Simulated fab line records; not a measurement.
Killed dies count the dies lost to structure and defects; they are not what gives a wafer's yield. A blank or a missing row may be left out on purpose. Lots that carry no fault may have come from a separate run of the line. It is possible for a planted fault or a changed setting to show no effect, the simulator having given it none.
Problem report, 8D (eight disciplines) form, completed by code + flow n5-finfet + the parts of the form that need people (team, actions taken, sign-off) are left out

1. PROBLEM STATEMENT
cathode-dc-power-W at N5_BEOL_M14_SPUTTER_45 reads a mean of 21171 W on 9 wafers of 3 lots; wafers without a fault read 26000 W with a standard deviation of 4.8. So: -99 or more standard deviations from the usual mean.
The step: material Cu, target thk 100 nm, time 16.67 s.
Seen first at day 14 01:26 on pvd-sputter-03, wafer L230.1. The record holds 33 wafers of 11 lots with a number at this step. The rule behind "out" and "out of limits": a value lying over 4 standard deviations away from the usual mean. The other wafers with a number count as sound.

2. WHAT IT IS, WHAT IT ISN'T
| question                    | is                     | is not                                                                                 |
|-----------------------------|------------------------|----------------------------------------------------------------------------------------|
| which readings at this step | cathode-dc-power-W     | substrate-temp-c, throttle-valve-pct                                                   |
| which lots                  | L230, L232, L234       | L222, L224, L225, L227, L238, L240, L242, L243                                         |
| which wafers of those lots  | all that have a number | -                                                                                      |
| read on which tools         | pvd-sputter-03         | pvd-sputter-01, pvd-sputter-02                                                         |
| when                        | from day 14 01:26      | up to then (12 sound wafers); but 12 sound wafers of L238, L240, L242, L243 came after |

3. THE SUSPECTS, EACH WITH WHAT RULES IT OUT
Counting: a tool at any process step up to the reading remains a suspect when it ran all the lots that are out and ran no sound lot after the first of those.
- pvd-sputter-03 at N5_BEOL_M14_SPUTTER_44 (material Ta, target thk 15 nm, time 24.19 s): kept. Every lot that is out went through it, starting with L230 (day 14 01:21), and after that it ran no sound lot; the last sound lot it ran before then is L227 (day 13 22:34).
- pvd-sputter-03 at N5_BEOL_M14_SPUTTER_45 (material Cu, target thk 100 nm, time 16.67 s): kept. Every lot that is out went through it, starting with L230 (day 14 01:26), and after that it ran no sound lot; the last sound lot it ran before then is L227 (day 13 22:39). On those wafers its own readings are out: cathode-dc-power-W.
The count leaves pvd-sputter-03 at N5_BEOL_M14_SPUTTER_45 and pvd-sputter-03 at N5_BEOL_M14_SPUTTER_44.

4. THE CAUSE (what the simulator had put in)
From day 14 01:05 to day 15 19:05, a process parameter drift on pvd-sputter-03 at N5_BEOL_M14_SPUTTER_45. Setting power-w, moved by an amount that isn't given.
Counting leaves 2 suspects; this tool is one of them.

5. SEQUENCE OF EFFECTS, ordered by route
Each row: a reading where the mean over the struck wafers with a number is more than 3 standard deviations away from the usual. Only readings for which the record gives a usual standard deviation are gone through. hours: the time from each lot's start at the first step in this table that gives one to its start at this step, as a median over the lots. sigmas: the change in usual standard deviations.
| hours | step                   | reading            | usual   | on struck wafers | change | sigmas      |
|-------|------------------------|--------------------|---------|------------------|--------|-------------|
| 0     | N5_BEOL_M14_SPUTTER_45 | cathode-dc-power-W | 26000 W | 21171            | -4829  | -99 or more |
Its process steps:
- N5_BEOL_M14_SPUTTER_45: material Cu, target thk 100 nm, time 16.67 s.

6. HOW IT WOULD HAVE BEEN CAUGHT EARLIER
The fault began at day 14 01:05; the first out-of-limits reading in this record came at day 14 01:26, 0 hours later.
